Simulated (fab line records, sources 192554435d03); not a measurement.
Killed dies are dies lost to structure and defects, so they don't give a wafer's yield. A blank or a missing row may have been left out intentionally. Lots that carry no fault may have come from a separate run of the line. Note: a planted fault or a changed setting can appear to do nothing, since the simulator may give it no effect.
fab line records	flow n5_finfet
record: lots: 7	wafers: 39
route steps=1938 shown BEOL_M5@1132 BEOL_M10@1473
start_h: the number of hours between the record's first day and the start of the first shown wafer of the lot	wait_h: hours from the lot's prior step to this one	" unchanged from the row above	L1.1+2: a single row standing in for several wafers	- value missing, or start not given	* or withheld: withheld	< > ~ a bound
route shown NAME@n: NAME is a module with steps in the file, n the number in the route of the first one	usual: average and standard deviation across the fault-free wafers	same: alike in all rows	chamber/n: place in a boat	sites: per-site readings	_std_site: the values' standard deviation	_edge_site: mean of outer sites minus mean of inner sites	radius_mm: for every site, how far away it sits from the centre of the wafer	mask NAME#n: copy n	behind: the last tool/chamber to shape the wafer	hold: why the lot was held/for how many hours/how that ended	device: names the non-switching transistor (n, p or np)	end of line: the same wafers' tests at the end of the route	where a step has no rows: the recipe by itself	killed: the dies lost at the first sort to structure and to defects; this is not the yield of the wafer	map: a wafer's dies, marking killed ones x, the rest . and places with no die _
set.NAME: the setting as run; set.NAME@STEP: as run at that earlier step	model.NAME: the simulator's own value behind a step, which no gauge read
one table per step and one row per wafer, for lots whose settings were changed on purpose
== steps ==
step: N5_BEOL_M5_ETCH_62
recipe: chemistry: N2/H2	target: SOC	target_depth_a: 750	overetch_a: 150	mask_material: SiARC	temp_c: 40	time_s: 112.5	ion_energy_ev: 200	pressure_mtorr: 30	source_w: 840	bias_w: 150	n2_flow_sccm: 200	h2_flow_sccm: 200
lot.wafer	tool	chamber	start_h	wait_h	set.target_depth_a	model.SiARC_of_BEOL_M5_COAT_60.thk_nm	model.BEOL_M5.cd_nm
L074.1	rie_diel-02	3	165.11	0.0	1105	4.8	28.8
L074.2	"	1	"	"	750	6.8	28
L074.3	"	0	"	"	750	7	28
L074.4	"	0	"	"	1105	5	28.4
L074.5	"	1	"	"	1105	4.6	28.8
L074.6	"	3	"	"	750	7	27.6
L078.1	rie_diel-04	0	193.46	0.0	750	6.8	27.8
L078.2	"	3	"	"	750	6.8	28
L078.3+6	"	1,0	"	"	1013	5.2	28.6
L078.4	"	1	"	"	750	6.6	28.2
L078.5	"	3	"	"	1013	5.2	28.4
L080.1	rie_diel-02	3	203.02	0.0	750	6.8	28
L080.2	"	2	"	"	750	6.6	27.8
L080.3	"	0	"	"	750	7	27.8
L083.1	rie_diel-03	0	221.74	0.0	1168	4.4	28.6
L083.2	"	1	"	"	750	6.6	27.8
L083.3	"	2	"	"	750	6.8	27.8
L083.4	"	3	"	"	750	7	27.8
L083.5	"	1	"	"	1168	4	28.8
L083.6	"	2	"	"	1168	4.4	29
L086.1+6	rie_diel-02	0	242.36	0.0	750	7	27.8
L086.2	"	3	"	"	750	6.8	27.8
L086.3+4	"	1,2	"	"	750	6.6	28
L086.5	"	1	"	"	750	6.8	28.2
L091.1	rie_diel-04	2	282.01	0.0	908.1	5.8	28.8
L091.2	"	1	"	"	750	6.8	27.8
L091.3	"	3	"	"	750	7	28
L091.4	"	0	"	"	908.1	6	28.4
L091.5	"	3	"	"	750	7	27.8
L091.6	"	2	"	"	908.1	5.8	28.4
L094.1	rie_diel-03	2	285.83	0.0	750	6.8	28
L094.2	"	0	"	"	750	7	28
L094.3	"	1	"	"	750	6.6	28
L094.4	"	3	"	"	750	7	28.2
L094.5	"	0	"	"	750	7	27.8
L094.6	"	1	"	"	750	6.6	27.8
step: N5_BEOL_M5_STRIP_63
recipe: chemistry: N2/H2	temp_c: 40	n2_flow_sccm: 200	h2_flow_sccm: 200	rf_frequency_hz: 6e+07
step: N5_BEOL_M5_STRIP_73
recipe: chemistry: N2/H2	temp_c: 40	n2_flow_sccm: 200	h2_flow_sccm: 200	rf_frequency_hz: 6e+07
step: N5_BEOL_M5_STRIP_64
recipe: chemistry: CF4	resist: SiARC	power_w: 300	bias_power_w: 75	pressure_mtorr: 50	cf4_flow_sccm: 150	rf_frequency_hz: 6e+07
step: N5_BEOL_M5_HM_OPEN_17
recipe: chemistry: Cl2/BCl3	target_depth_a: 200	overetch_a: 60	target: TiN	mask_material: SOC	ion_energy_ev: 150	pressure_mtorr: 10	icp_w: 1000	bias_w: 126	Cl2_flow_sccm: 53.25	bcl3_flow_sccm: 21.75	Ar_flow_sccm: 25
lot.wafer	tool	chamber	start_h	wait_h	set.target_depth_a@BEOL_M5_ETCH_62	model.etch.depth_nm	model.BEOL_M5.cd_nm
L074.1	rie_metal-01	0	165.28	0.0	1105	16.05	28.8
L074.2	"	1	"	"	750	20.14	28
L074.3	"	0	"	"	750	20	28
L074.4	"	1	"	"	1105	15.87	28.4
L074.5	"	0	"	"	1105	15.75	28.8
L074.6	"	1	"	"	750	20.14	27.6
L078.1	rie_metal-03	1	193.62	0.0	750	19.53	27.8
L078.2	"	0	"	"	750	19.86	28.2
L078.3	"	0	"	"	1013	16.56	28.8
L078.4	"	1	"	"	750	19.81	28.2
L078.5	"	0	"	"	1013	16.62	28.6
L078.6	"	1	"	"	1013	16.54	28.6
L080.1	rie_metal-01	0	203.19	0.0	750	20.14	28
L080.2	"	1	"	"	750	19.96	27.8
L080.3	"	1	"	"	750	20.13	27.8
L083.1	rie_metal-02	1	221.91	0.0	1168	14.93	28.8
L083.2	"	0	"	"	750	19.92	27.8
L083.3	"	0	"	"	750	19.99	27.8
L083.4	"	1	"	"	750	19.89	27.8
L083.5	"	0	"	"	1168	14.64	28.8
L083.6	"	1	"	"	1168	14.81	29.2
L086.1	rie_metal-01	1	242.52	0.0	750	19.68	27.8
L086.2	"	0	"	"	750	19.78	28
L086.3	"	0	"	"	750	19.72	28
L086.4	"	1	"	"	750	19.64	28.2
L086.5	"	0	"	"	750	19.72	28.2
L086.6	"	1	"	"	750	19.77	28
L091.1	rie_metal-01	0	282.17	0.0	908.1	18.27	28.8
L091.2	"	1	"	"	750	20.07	27.8
L091.3	"	1	"	"	750	19.96	28
L091.4	"	0	"	"	908.1	18.09	28.4
L091.5	"	1	"	"	750	20.18	27.8
L091.6	"	0	"	"	908.1	17.99	28.4
L094.1	rie_metal-02	1	286.00	0.0	750	19.91	28
L094.2	"	0	"	"	750	19.66	27.8
L094.3	"	0	"	"	750	20.11	27.8
L094.4	"	1	"	"	750	20.09	28.4
L094.5	"	1	"	"	750	20.19	27.8
L094.6	"	0	"	"	750	19.95	27.8
step: N5_BEOL_M5_STRIP_19
recipe: chemistry: O2	power_w: 400	temp_c: 40	pressure_mtorr: 30	rf_frequency_hz: 6e+07	bias_power_w: 0	overash_fraction: 0.2	o2_flow_sccm: 225
step: N5_BEOL_M5_STRIP_85
recipe: chemistry: C4F6/O2	resist: SiARC	rf_frequency_hz: 6e+07
step: N5_BEOL_M5_STRIP_36
recipe: chemistry: N2/H2	power_w: 450	temp_c: 40	pressure_mtorr: 20	rf_frequency_hz: 6e+07	overash_fraction: 0.3	bias_power_w: 7	h2_frac: 0.5	n2_flow_sccm: 200	h2_flow_sccm: 200
step: N5_BEOL_M5_TRENCH_ETCH_37
recipe: chemistry: C4F6/O2	target_depth_a: 716.52	target: SiCOH_lowk	time_s: 24.7	ion_energy_ev: 250	pressure_mtorr: 30	source_w: 345	bias_w: 185	Ar_flow_sccm: 300	C4F6_flow_sccm: 10	O2_flow_sccm: 10
lot.wafer	tool	chamber	start_h	wait_h	set.target_depth_a@BEOL_M5_ETCH_62	model.BEOL_M5.cd_nm
L074.1+5	rie_diel-02	0,1	-	-	1105	29
L074.2+3	"	1,3	"	"	750	28
L074.4	"	0	"	"	1105	28.4
L074.6	"	3	"	"	750	27.6
L078.1	rie_diel-02	1	-	-	750	28
L078.2+4	"	0,2	"	"	750	28.2
L078.3	"	3	"	"	1013	29
L078.5+6	"	0,3	"	"	1013	28.8
L080.1	rie_diel-02	2	-	-	750	28
L080.2	"	0	"	"	750	27.8
L080.3	"	3	"	"	750	27.6
L083.1	rie_diel-03	1	-	-	1168	29
L083.2+3+4	"	0,2,3	"	"	750	27.8
L083.5	"	2	"	"	1168	29.2
L083.6	"	3	"	"	1168	29.4
L086.1	rie_diel-04	3	-	-	750	27.8
L086.2+3+6	"	1,0,2	"	"	750	28
L086.4+5	"	2,1	"	"	750	28.2
L091.1	rie_diel-02	0	-	-	908.1	28.8
L091.2+5	"	3,2	"	"	750	27.8
L091.3	"	2	"	"	750	28
L091.4	"	1	"	"	908.1	28.4
L091.6	"	1	"	"	908.1	28.6
L094.1	rie_diel-02	3	-	-	750	28.2
L094.2+3+5+6	"	2,0,2,3	"	"	750	27.8
L094.4	"	1	"	"	750	28.4
step: N5_BEOL_M10_PECVD_70
recipe: material: SiO2	target_thk_a: 200	temp_c: 400	precursor: TEOS/O2	pressure_torr: 5.5	rf_w: 450	teos_flow_sccm: 53.8	gas: O2	flow_sccm: 3000	time_s: 22.7
lot.wafer	tool	chamber	start_h	wait_h	set.time_s	model.SiO2_of_BEOL_M10_PECVD_70.thk_nm
L074.1+3	pecvd-03	1,2	215.58	0.0	12.58	11.2
L074.2	"	0	"	"	22.7	19.8
L074.4	"	0	"	"	22.7	20.2
L074.5	"	2	"	"	22.7	20.4
L074.6	"	1	"	"	12.58	11.8
L078.1	pecvd-02	2	242.72	0.0	22.7	19.8
L078.2+4	"	1,2	"	"	9.869	8.8
L078.3	"	0	"	"	9.869	8.6
L078.5	"	0	"	"	22.7	20
L078.6	"	1	"	"	22.7	20.4
L080.1+3	pecvd-02	0,1	250.59	0.0	22.7	19.8
L080.2	"	2	"	"	22.7	19.4
L083.1	pecvd-03	2	261.65	0.0	22.7	20.2
L083.2	"	0	"	"	22.7	19.8
L083.3	"	1	"	"	15.84	14.2
L083.4+6	"	0,2	"	"	15.84	14.4
L083.5	"	1	"	"	22.7	20
L086.1+5	pecvd-04	1,2	286.88	0.0	32.11	28
L086.2	"	0	"	"	22.7	19.8
L086.3	"	2	"	"	22.7	19.6
L086.4	"	1	"	"	32.11	28.2
L086.6	"	0	"	"	22.7	20
L091.1	pecvd-03	1	325.72	0.0	22.7	19.6
L091.2+3+4+5	"	0,2,1,2	"	"	22.7	20
L091.6	"	0	"	"	22.7	20.2
L094.1+2	pecvd-02	2,1	329.88	0.0	22.7	19.6
L094.3	"	0	"	"	31.5	27
L094.4+5	"	2,0	"	"	31.5	27.6
L094.6	"	1	"	"	22.7	20
step: N5_BEOL_M10_HM_DEP_02
recipe: material: TiN	target_thk_a: 200	temp_c: 25	chamber_pressure_pa: 0.49996
step: N5_BEOL_M10_COAT_59
recipe: resist: SOC	temp_c: 250	time_s: 60	spin_rpm: 1500	resist_thk_nm: 100
step: N5_BEOL_M10_ECD_50
recipe: material: Cu	target_thk_a: 3180
step: N5_BEOL_M10_ANNEAL_51
recipe: temp_c: 225	time_s: 90	ambient: N2
step: N5_BEOL_M10_CMP_52
recipe: stop_on: SiCOH_lowk	t_overpolish_s: 7	down_force_psi: 1	platen_rpm: 50	clearing_platen_down_force_psi: 1.5	clearing_platen_rpm: 50	post_cmp_clean: cu_alkaline	target_thk_nm: 140	clearing_platen_pad_velocity_m_s: 0.99484	pad_velocity_m_s: 0.99484
usual: barrier_field_endpoint_s: 29.0/0.6
lot.wafer	tool	chamber	start_h	wait_h	set.time_s@BEOL_M10_PECVD_70	barrier_field_endpoint_s
L074.1	cmp-04	3	224.49	0.3	12.58	18.1
L074.3	"	0	"	"	12.58	18.4
L074.2	"	1	"	"	22.7	28.2
L074.4	"	2	"	"	22.7	30.0
L074.6	"	3	"	"	12.58	18.2
L074.5	"	0	"	"	22.7	30.3
L078.1	cmp-04	1	249.20	0.3	22.7	28.7
L078.2	"	2	"	"	9.869	15.1
L078.3	"	3	"	"	9.869	14.7
L078.4	"	0	"	"	9.869	15.2
L078.5	"	1	"	"	22.7	28.3
L078.6	"	2	"	"	22.7	29.1
L080.1	cmp-01	3	258.69	0.3	22.7	29.2
L080.2	"	0	"	"	22.7	29.0
L080.3	"	2	"	"	22.7	29.8
L083.4	cmp-04	1	267.14	0.1	15.84	22.0
L083.3	"	2	"	"	15.84	21.9
L083.2	"	3	"	"	22.7	27.7
L083.1	"	0	"	"	22.7	29.3
L083.6	"	1	"	"	15.84	21.9
L083.5	"	2	"	"	22.7	28.8
L086.1	cmp-01	0	295.89	0.5	32.11	39.1
L086.4	"	1	"	"	32.11	39.2
L086.3	"	2	"	"	22.7	28.4
L086.2	"	3	"	"	22.7	29.1
L086.5	"	0	"	"	32.11	38.9
L086.6	"	1	"	"	22.7	29.5
L091.2	cmp-03	1	333.78	0.4	22.7	29.6
L091.1	"	2	"	"	22.7	29.9
L091.4	"	3	"	"	22.7	30.0
L091.3	"	0	"	"	22.7	29.1
L091.6	"	1	"	"	22.7	30.0
L091.5	"	2	"	"	22.7	30.1
L094.3	cmp-01	3	337.82	0.2	31.5	37.3
L094.1	"	0	"	"	22.7	27.8
L094.2	"	1	"	"	22.7	27.5
L094.4	"	2	"	"	31.5	38.0
L094.5	"	3	"	"	31.5	38.1
L094.6	"	0	"	"	22.7	28.2
== key ==
split: step: N5_BEOL_M5_ETCH_62	setting: target_depth_a	stated: 750	by: wafer
response: step: N5_BEOL_M5_ETCH_62	reading: model.SiARC_of_BEOL_M5_COAT_60.thk_nm	change: -0.0454	per: 1%	r: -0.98
response: step: N5_BEOL_M5_ETCH_62	reading: model.BEOL_M5.cd_nm	change: +0.018	per: 1%	r: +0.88
response: step: N5_BEOL_M5_HM_OPEN_17	reading: model.etch.depth_nm	change: -0.0907	per: 1%	r: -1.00
response: step: N5_BEOL_M5_HM_OPEN_17	reading: model.BEOL_M5.cd_nm	change: +0.0194	per: 1%	r: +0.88
response: step: N5_BEOL_M5_TRENCH_ETCH_37	reading: model.BEOL_M5.cd_nm	change: +0.0233	per: 1%	r: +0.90
split: step: N5_BEOL_M10_PECVD_70	setting: time_s	stated: 22.7	by: wafer
response: step: N5_BEOL_M10_PECVD_70	reading: model.SiO2_of_BEOL_M10_PECVD_70.thk_nm	change: +0.198	per: 1%	r: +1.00
response: step: N5_BEOL_M10_CMP_52	reading: barrier_field_endpoint_s	change: +0.245	per: 1%	r: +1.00
